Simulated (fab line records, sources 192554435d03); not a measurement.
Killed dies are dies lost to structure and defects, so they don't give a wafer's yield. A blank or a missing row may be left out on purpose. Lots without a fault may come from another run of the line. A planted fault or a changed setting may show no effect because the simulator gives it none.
fab line records | flow n5_finfet
record lots=6 wafers=16 last_day=18
route steps=1938 shown BEOL_M1@785 BEOL_M4@1111
lots that met no fault: from a run of the same line without faults
start_h: hours from the record's first day to the start of the lot's first wafer shown | wait_h: hours since the lot's step before | " the same as in the row above | L1.1+2: a row that stands for several wafers | - no value, or no start given | * or withheld: withheld | < > ~ a bound
route shown NAME@n: a module of which the file shows steps, and the number in the route of the first | usual: mean/standard deviation of fault-free wafers | same: alike in all rows | chamber/n: place in a boat | sites: the reading at each site | _std_site: their standard deviation | _edge_site: outer sites' mean less inner sites' | radius_mm: how far each site lies from the wafer's centre | mask NAME#n: copy n | behind: the tool/chamber that last shaped the wafer | hold: why the lot was held/for how many hours/how that ended | device: the transistor (n, p or np) that didn't switch | end of line: the same wafers' tests at the end of the route | a step without rows: its recipe alone | killed: dies lost to structure and defects at the first sort, not the wafer's yield | map: a wafer's dies, x killed, . not, _ none there
set.NAME: the setting as run; set.NAME@STEP: as run at that earlier step | model.NAME: the simulator's own value behind a step, which no gauge read
lots at some steps of the route; a table a step, a row a wafer
services: from which hour (start_h, from the record's first day; less than 0 if before it) a tool's chamber was out of use, for how many hours, and why
## steps
# step N5_BEOL_M1_DEVELOP_27
# recipe develop_time_s=30 developer=TMAH resist=CAR-EUV rinse_liquid=surfactant_rinse dry=air_spin dev_temp_c=23
# step N5_BEOL_M1_CD_MEAS_28
# recipe landing_energy_ev=500 detector=se_inlens target_cd_y_nm=23.3
# usual cd_nm=23.95/0.24
# columns lot.wafer tool chamber start_h wait_h cd_nm
L843.1 cd_sem-03 0 153.91 - 23.89
L843.2 " 0 " " 24.07
L843.5 " 0 " " 24.14
L838.2 cd_sem-02 0 154.09 - 23.94
L838.3 " 0 " " 23.82
L838.4 " 0 " " 23.63
L854.3 cd_sem-01 0 217.24 - 23.88
L854.6 " 0 " " 24.00
L855.1 cd_sem-03 0 233.21 - 24.11
L855.3 " 0 " " 24.13
L858.3 cd_sem-03 0 246.86 - 23.89
L858.4 " 0 " " 23.45
L858.6 " 0 " " 23.73
L860.1 cd_sem-02 0 264.00 - 24.36
L860.5 " 0 " " 24.27
L860.6 " 0 " " 23.82
# step N5_BEOL_M1_OVL_MEAS_29
# recipe points_per_wafer=522
# usual V0_OVL=0.3/0.63
# columns lot.wafer tool chamber start_h wait_h V0_OVL[nm]
L843.1 overlay-01 0 153.94 0.0 0.4
L843.2 " 0 " " 0.6
L843.5 " 0 " " 1.0
L838.2 overlay-01 0 154.13 0.0 -0.2
L838.3 " 0 " " -0.8
L838.4 " 0 " " 0.1
L854.3 overlay-02 0 217.28 0.0 0.5
L854.6 " 0 " " 0.8
L855.1 overlay-02 0 233.24 0.0 0.1
L855.3 " 0 " " -0.3
L858.3 overlay-02 0 246.90 0.0 -0.1
L858.4 " 0 " " -0.4
L858.6 " 0 " " -0.3
L860.1 overlay-02 0 264.03 0.0 0.4
L860.5 " 0 " " 0.2
L860.6 " 0 " " -0.1
# step N5_BEOL_M1_INSPECT_30
# recipe mode=adi inspect_instrument=brightfield
# usual raw_defect_count=419/99
# columns lot.wafer tool chamber start_h wait_h raw_defect_count
L843.1 defect_inspect-02 - 154.00 0.1 717
L843.2 " - " " 478
L843.5 " - " " 532
L838.2 defect_inspect-02 - 154.18 0.0 312
L838.3 " - " " 355
L838.4 " - " " 253
L854.3 defect_inspect-02 - 217.32 0.0 365
L854.6 " - " " 548
L855.1 defect_inspect-02 - 233.30 0.1 540
L855.3 " - " " 549
L858.3 defect_inspect-01 - 246.94 0.0 274
L858.4 " - " " 265
L858.6 " - " " 285
L860.1 defect_inspect-01 - 264.09 0.1 410
L860.5 " - " " 417
L860.6 " - " " 598
# step N5_BEOL_M1_DESCUM_33
# recipe chemistry=O2 time_s=7 source_power_w=50 bias_power_w=20 pressure_mtorr=20 rf_frequency_hz=2.712e+07 temp_c=40 resist=CAR-EUV o2_flow_sccm=225
# step N5_BEOL_M1_ETCH_77
# recipe chemistry=N2/H2 target=underlayer target_depth_a=65 mask_material=CAR-EUV time_s=5.2 ion_energy_ev=200 pressure_mtorr=30 source_w=840 bias_w=150 n2_flow_sccm=200 h2_flow_sccm=200 ends=cleared
# usual drypump_motor_current_A=5.9/0.36 etch_rf_on_time_s=5.25/0.16 h2_flow_sccm=200.1/0.59 oes_product_au=0.68/0.082 rf_vpp_V=523.6/2.8 showerhead_plenum_p_Torr=2.54/0.093 throttle_valve_pct=17.91/0.27
# columns lot.wafer tool chamber start_h wait_h drypump_motor_current_A etch_rf_on_time_s h2_flow_sccm oes_product_au rf_hours_counter_h rf_vpp_V showerhead_plenum_p_Torr throttle_valve_pct
L843.1 rie_diel-06 1 154.16 0.0 6.0 5.19 199.7 0.58 243 519.9 2.39 18.08
L843.2 " 0 " " 5.9 4.92 198.5 0.80 20 525.0 2.59 17.39
L843.5 " 0 " " 5.9 4.92 199.9 0.79 - 524.9 2.59 17.39
L838.2 rie_diel-06 3 154.27 0.0 5.9 5.25 200.3 0.72 60 521.5 2.48 18.25
L838.3 " 0 " " 5.9 4.95 200.0 0.80 21 528.4 2.59 17.36
L838.4 " 2 " " 5.9 5.49 200.1 0.63 125 529.2 2.66 17.60
L854.3 rie_diel-04 0 217.39 0.0 6.3 5.32 201.1 0.58 268 517.8 2.40 18.29
L854.6 " 3 " " 5.4 4.89 199.8 0.72 - 523.5 2.59 17.72
L855.1 rie_diel-02 1 233.37 0.0 5.9 5.28 199.2 0.63 164 524.1 2.54 18.21
L855.3 " 0 " " 6.5 5.37 200.2 0.60 240 519.0 2.39 18.05
L858.3 rie_diel-02 3 247.01 0.0 5.9 5.28 199.6 0.73 57 526.0 2.59 17.80
L858.4 " 0 " " 6.5 5.31 199.8 0.59 244 522.2 2.39 18.07
L858.6 " 2 " " 5.3 5.36 200.3 0.74 - 524.8 2.59 17.88
L860.1 rie_diel-04 0 264.70 0.0 6.3 5.02 199.3 0.85 4 527.9 2.72 17.82
L860.5 " 2 " " 5.4 5.16 200.4 0.64 - 525.0 2.67 17.97
L860.6 " 0 " " 6.3 5.06 200.0 0.83 - 525.3 2.72 17.81
# step N5_BEOL_M1_ETCH_69
# recipe chemistry=CF4 target=SiARC target_depth_a=156 mask_material=CAR-EUV time_s=26 ion_energy_ev=80 pressure_mtorr=40 source_w=545 bias_w=36 Ar_flow_sccm=100 cf4_flow_sccm=100 ends=cleared
# usual drypump_motor_current_A=5.9/0.36 etch_rf_on_time_s=26.2/0.77 oes_product_au=0.68/0.082 rf_vpp_V=184.0/1.2 showerhead_plenum_p_Torr=2.14/0.073 throttle_valve_pct=15.62/0.23
# columns lot.wafer tool chamber start_h wait_h drypump_motor_current_A etch_rf_on_time_s oes_product_au rf_hours_counter_h rf_vpp_V showerhead_plenum_p_Torr throttle_valve_pct
L843.1 rie_diel-06 1 154.18 0.0 5.9 26.2 0.59 243 183.6 2.03 15.87
L843.2 " 0 " " 5.9 24.8 0.79 21 183.4 2.20 15.24
L843.5 " 0 " " 5.9 24.9 0.78 - 183.2 2.20 15.24
L838.2 rie_diel-06 3 154.29 0.0 5.9 26.1 0.73 60 183.6 2.08 15.77
L838.3 " 0 " " 5.8 24.6 0.79 21 185.6 2.20 15.25
L838.4 " 2 " " 5.9 27.0 0.64 125 183.1 2.23 15.31
L854.3 rie_diel-04 0 217.41 0.0 6.4 27.1 0.56 268 184.0 2.01 15.97
L854.6 " 3 " " 5.4 24.9 0.72 - 184.5 2.18 15.35
L855.1 rie_diel-02 1 233.38 0.0 5.9 26.7 0.62 164 184.3 2.14 15.84
L855.3 " 0 " " 6.5 26.9 0.59 240 181.4 2.03 15.82
L858.3 rie_diel-02 3 247.03 0.0 5.9 26.2 0.74 57 184.3 2.18 15.55
L858.4 " 0 " " 6.5 26.7 0.59 244 180.7 2.03 15.84
L858.6 " 2 " " 5.2 26.8 0.75 - 185.6 2.18 15.50
L860.1 rie_diel-04 0 264.72 0.0 6.3 25.1 0.83 4 186.1 2.27 15.45
L860.5 " 2 " " 5.4 25.6 0.65 - 185.3 2.25 15.78
L860.6 " 0 " " 6.3 25.3 0.83 - 184.3 2.27 15.44
# step N5_BEOL_M1_ALD_98
# recipe material=SiO2 target_thk_a=25 temp_c=100 ald_precursor_family=BDEAS ald_co_reactant=O2-plasma pulse_time_s=1 co_reactant_pulse_time_s=1 purge_time_s=2 co_reactant_purge_time_s=2 ald_cycles=17 pressure_torr=2
# usual heater_power_w=82/7.2 precursor_pulse_height_rel=0.998/0.02
# same pulse_time_s=1
# columns lot.wafer tool chamber start_h wait_h heater_power_w precursor_pulse_height_rel
L843.1 ald_sin-04 1 154.48 0.3 78 1.005
L843.2 " 3 " " 85 0.993
L843.5 " 1 " " 78 1.006
L838.2 ald_sin-02 2 154.53 0.2 80 0.998
L838.3 " 1 " " 79 0.981
L838.4 " 3 " " 83 1.001
L854.3 ald_sin-03 0 217.50 0.1 76 1.011
L854.6 " 0 " " 78 0.989
L855.1 ald_sin-04 1 233.86 0.5 77 1.004
L855.3 " 0 " " 92 0.994
L858.3 ald_sin-04 1 247.11 0.1 77 1.021
L858.4 " 2 " " 95 0.993
L858.6 " 3 " " 87 1.004
L860.1 ald_sin-04 1 264.80 0.1 78 1.011
L860.5 " 3 " " 90 1.025
L860.6 " 2 " " 96 1.000
# step N5_BEOL_M1_ETCHBACK_99
# recipe chemistry=CHF3 target=SiO2 target_depth_a=50 time_s=10.4 source_w=215 bias_w=47 Ar_flow_sccm=200 CHF3_flow_sccm=12 ion_energy_ev=100 pressure_mtorr=30
# usual CHF3_flow_sccm=12.00/0.036 drypump_motor_current_A=5.8/0.38 oes_product_au=0.78/0.093 rf_vpp_V=241/4.5 showerhead_plenum_p_Torr=2.15/0.072 throttle_valve_pct=17.13/0.23
# columns lot.wafer tool chamber start_h wait_h CHF3_flow_sccm drypump_motor_current_A oes_product_au rf_hours_counter_h rf_vpp_V showerhead_plenum_p_Torr throttle_valve_pct
L843.1 rie_diel-04 3 167.48 13.0 11.99 5.4 0.86 55 241 2.20 16.80
L843.2 " 1 " " 11.96 5.8 0.67 238 235 2.14 17.38
L843.5 " 1 " " 12.00 5.8 0.67 - 235 2.14 17.35
L838.2 rie_diel-04 3 168.37 13.8 12.01 5.4 0.86 55 241 2.20 16.80
L838.3 " 0 " " 12.06 6.3 0.68 250 245 2.03 17.39
L838.4 " 0 " " 11.99 6.3 0.68 - 245 2.03 17.37
L854.3 rie_diel-04 3 225.53 8.0 11.96 5.4 0.83 77 239 2.20 16.85
L854.6 " 3 " " 12.01 5.4 0.83 - 242 2.20 16.85
L855.1 rie_diel-04 3 235.38 1.5 12.06 5.4 0.84 80 241 2.19 16.85
L855.3 " 2 " " 11.98 5.4 0.77 130 249 2.26 17.22
L858.3 rie_diel-02 3 262.76 15.6 11.99 5.9 0.86 62 232 2.20 17.07
L858.4 " 2 " " 11.90 5.2 0.87 50 244 2.19 17.03
L858.6 " 0 " " 12.02 6.5 0.68 - 243 2.03 17.27
L860.1 rie_diel-02 3 266.47 1.6 12.01 5.9 0.85 63 232 2.20 17.07
L860.5 " 3 " " 12.05 5.9 0.85 - 232 2.20 17.05
L860.6 " 2 " " 12.03 5.2 0.86 - 244 2.19 17.02
# step N5_BEOL_M1_ETCH_70
# recipe chemistry=N2/H2 target=SOC target_depth_a=800 overetch_a=160 mask_material=SiARC temp_c=40 time_s=120 ion_energy_ev=200 pressure_mtorr=30 source_w=840 bias_w=150 n2_flow_sccm=200 h2_flow_sccm=200
# usual drypump_motor_current_A=5.9/0.38 h2_flow_sccm=200.0/0.59 oes_product_au=0.60/0.068 rf_vpp_V=523.5/2.4 run_length_s=143.0/0.45 showerhead_plenum_p_Torr=2.53/0.084 throttle_valve_pct=17.91/0.26
# columns lot.wafer tool chamber start_h wait_h drypump_motor_current_A h2_flow_sccm oes_product_au rf_hours_counter_h rf_vpp_V run_length_s showerhead_plenum_p_Torr throttle_valve_pct
L843.1 rie_diel-04 3 167.52 0.0 5.4 199.3 0.65 55 524.4 142.8 2.60 17.62
L843.2 " 1 " " 5.8 200.3 0.53 238 521.7 143.3 2.52 18.13
L843.5 " 1 " " 5.7 200.5 0.52 - 522.0 143.2 2.52 18.12
L838.2 rie_diel-04 3 168.40 0.0 5.5 201.1 0.65 55 526.3 142.7 2.60 17.62
L838.3 " 0 " " 6.3 199.2 0.53 250 519.7 142.7 2.40 18.19
L838.4 " 0 " " 6.4 199.7 0.53 - 519.6 142.9 2.40 18.20
L854.3 rie_diel-04 3 225.57 0.0 5.4 200.3 0.63 77 526.3 142.3 2.59 17.65
L854.6 " 3 " " 5.4 200.6 0.61 - 525.0 142.9 2.59 17.66
L855.1 rie_diel-04 3 235.42 0.0 5.5 200.1 0.62 80 523.9 142.9 2.58 17.66
L855.3 " 2 " " 5.4 200.4 0.58 130 527.3 142.4 2.67 17.90
L858.3 rie_diel-02 3 262.79 0.0 5.9 200.1 0.66 62 525.0 142.4 2.59 17.76
L858.4 " 2 " " 5.2 201.0 0.67 50 524.4 142.8 2.59 17.81
L858.6 " 0 " " 6.5 199.9 0.53 - 520.3 143.0 2.39 18.01
L860.1 rie_diel-02 3 266.51 0.0 5.9 201.0 0.65 63 524.5 142.6 2.59 17.79
L860.5 " 3 " " 5.9 201.1 0.66 - 525.2 142.4 2.59 17.76
L860.6 " 2 " " 5.3 200.0 0.67 - 524.2 142.6 2.59 17.82
# step N5_BEOL_M1_STRIP_71
# recipe chemistry=N2/H2 temp_c=40 n2_flow_sccm=200 h2_flow_sccm=200 rf_frequency_hz=6e+07
# step N5_BEOL_M1_STRIP_78
# recipe chemistry=N2/H2 temp_c=40 n2_flow_sccm=200 h2_flow_sccm=200 rf_frequency_hz=6e+07
# step N5_BEOL_M1_VIA_ETCH_34
# recipe chemistry=C4F6/O2 target_depth_a=678 mask_material=SOC pressure_mtorr=15 ion_energy_ev=250 taper_deg=4 time_s=64.4 source_w=350 bias_w=170 Ar_flow_sccm=300 C4F6_flow_sccm=10 O2_flow_sccm=10
# usual drypump_motor_current_A=5.9/0.38 oes_product_au=0.78/0.093 rf_vpp_V=665/12 run_length_s=87.4/0.45 showerhead_plenum_p_Torr=2.84/0.092 throttle_valve_pct=30.89/0.25
# columns lot.wafer tool chamber start_h wait_h drypump_motor_current_A oes_product_au rf_hours_counter_h rf_vpp_V run_length_s showerhead_plenum_p_Torr throttle_valve_pct model.etch.depth_nm model.SOC_of_BEOL_M1_COAT_67.thk_nm
L843.1 rie_diel-04 3 167.62 0.0 5.4 0.85 55 666 86.8 2.91 30.70 69.49 51.8
L843.2 " 1 " " 5.8 0.67 238 651 87.9 2.82 31.18 66.17 52.4
L843.5 " 1 " " 5.8 0.67 - 651 87.6 2.82 31.17 65.42 52.6
L838.2 rie_diel-04 3 168.50 0.0 5.4 0.86 55 665 87.2 2.91 30.71 69.6 51.8
L838.3 " 0 " " 6.3 0.67 250 679 87.2 2.68 31.00 64.42 52.4
L838.4 " 0 " " 6.3 0.67 - 678 87.1 2.68 31.01 64.79 52
L854.3 rie_diel-04 3 225.67 0.0 5.4 0.84 77 666 70.7 2.90 30.73 52.63 54.2
L854.6 " 3 " " 5.4 0.83 - 666 87.0 2.90 30.73 69.77 52
L855.1 rie_diel-04 3 235.52 0.0 5.4 0.82 80 666 70.8 2.90 30.75 51.9 53.8
L855.3 " 2 " " 5.4 0.77 130 691 70.7 2.98 31.07 50.37 54
L858.3 rie_diel-02 3 262.89 0.0 5.9 0.85 62 644 87.4 2.90 30.78 66.7 52
L858.4 " 2 " " 5.2 0.87 50 674 87.5 2.89 30.83 66.08 52.2
L858.6 " 0 " " 6.5 0.68 - 667 87.6 2.69 30.84 65.37 52.4
L860.1 rie_diel-02 3 266.61 0.0 5.9 0.84 63 644 87.0 2.90 30.77 66.05 52.2
L860.5 " 3 " " 5.9 0.84 - 643 87.1 2.90 30.79 65.9 52.2
L860.6 " 2 " " 5.3 0.86 - 674 87.0 2.89 30.83 65.28 52.4
# step N5_BEOL_M1_STRIP_83
# recipe chemistry=C4F6/O2 resist=SiARC rf_frequency_hz=6e+07
# step N5_BEOL_M4_RC_MEAS_101
# usual DIBL_N=37.1/1.8 DIBL_P=37.2/2.1 IOFF_N=0.17/0.033 IOFF_P=0.22/0.037 ION_N=680/11 ION_P=464/7.7 SS_N=71.7/0.63 SS_P=73.6/0.67 VT_N=248.9/2.9 VT_P=-251/3.6
# columns lot.wafer tool chamber start_h wait_h DIBL_N[mV/V] DIBL_P[mV/V] IOFF_N[nA/um] IOFF_P[nA/um] ION_N[uA/um] ION_P[uA/um] SS_N[mV/dec] SS_P[mV/dec] VT_N[mV] VT_P[mV]
L838.2 prober-02 0 213.20 0.2 39.1 41.6 0.20 0.26 691 472 72.0 74.1 246.7 -250
L838.3 " 0 " " 36.6 37.8 0.16 0.21 693 482 71.2 73.6 249.9 -250
L838.4 " 0 " " 37.2 38.0 0.16 0.20 668 453 71.5 72.9 250.0 -250
L843.1 prober-02 0 216.13 0.0 37.1 36.5 0.17 0.22 691 468 72.3 73.3 248.0 -251
L843.2 " 0 " " 36.5 35.2 0.15 0.19 679 461 72.1 73.2 249.9 -254
L843.5 " 0 " " 37.0 36.1 0.16 0.22 679 462 72.8 74.0 249.4 -248
L854.3 prober-01 0 281.74 0.3 37.7 37.1 0.18 0.19 687 459 71.1 73.3 247.4 -254
L854.6 " 0 " " 37.2 36.4 0.17 0.18 684 463 71.0 73.1 248.9 -253
L855.1 prober-01 0 285.70 0.0 39.7 38.9 0.21 0.24 684 457 72.8 74.4 250.0 -250
L855.3 " 0 " " 36.6 36.0 0.15 0.20 673 461 71.4 73.1 251.9 -249
L858.3 prober-02 0 314.13 0.3 39.4 38.1 0.22 0.26 678 463 74.0 73.9 247.7 -247
L858.4 " 0 " " 38.0 37.7 0.18 0.25 673 465 71.8 73.8 247.5 -249
L858.6 " 0 " " 36.4 34.0 0.15 0.19 665 461 72.2 73.7 253.1 -253
L860.1 prober-02 0 322.70 0.0 37.2 35.6 0.14 0.18 654 453 72.0 73.4 252.4 -253
L860.5 " 0 " " 37.6 37.6 0.15 0.21 672 462 71.8 73.4 248.3 -249
L860.6 " 0 " " 39.4 38.4 0.18 0.22 689 462 72.2 73.1 248.2 -249
## services
# columns tool chamber start_h hours kind
rie_diel-02 2 161.44 8.3 repair
rie_diel-02 1 183.49 5.8 repair
rie_diel-02 - 199.34 2.8 pm
ald_sin-03 - 202.41 6.0 pm
ald_sin-03 - 213.12 1.4 repair
ald_sin-04 0 216.77 4.9 repair
ald_sin-02 - 223.80 15.6 pm
rie_diel-04 0 228.92 - clean
rie_diel-04 0 228.92 - consumable_replace:focus_ring
rie_diel-04 0 228.92 - consumable_replace:showerhead
rie_diel-04 0 228.92 27.6 scheduled_down
rie_diel-04 0 228.92 27.6 vent_cycle
ald_sin-03 - 254.56 0.3 repair
rie_diel-04 1 256.49 - clean
rie_diel-04 1 256.49 - consumable_replace:focus_ring
rie_diel-04 1 256.49 17.6 scheduled_down
rie_diel-04 1 256.49 17.6 vent_cycle
rie_diel-06 1 256.96 4.2 repair
ald_sin-02 0 263.31 2.3 repair
rie_diel-02 0 265.89 - clean
rie_diel-02 0 265.89 - consumable_replace:focus_ring
rie_diel-02 0 265.89 - consumable_replace:showerhead
rie_diel-02 0 265.89 15.8 scheduled_down
rie_diel-02 0 265.89 15.8 vent_cycle
## key
first_sign step=N5_BEOL_M1_VIA_ETCH_34 reading=run_length_s direction=down sigmas=37 usual=* struck=*
effect none on later readings
model_effect step=N5_BEOL_M1_VIA_ETCH_34 value=etch.depth_nm without=69.06 struck=51.63
met_at N5_BEOL_M1_VIA_ETCH_34
struck_wafers L854.3,L855.1,L855.3
onset_between 168.50 225.67
fault kind=process_parameter_drift tool=rie_diel-04 chamber=- onset_h=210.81 steps=N5_BEOL_M1_VIA_ETCH_34 channel=time_s offset=* shape=step end_h=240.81 scope=struck_wafers_only acts_in=* stated=*
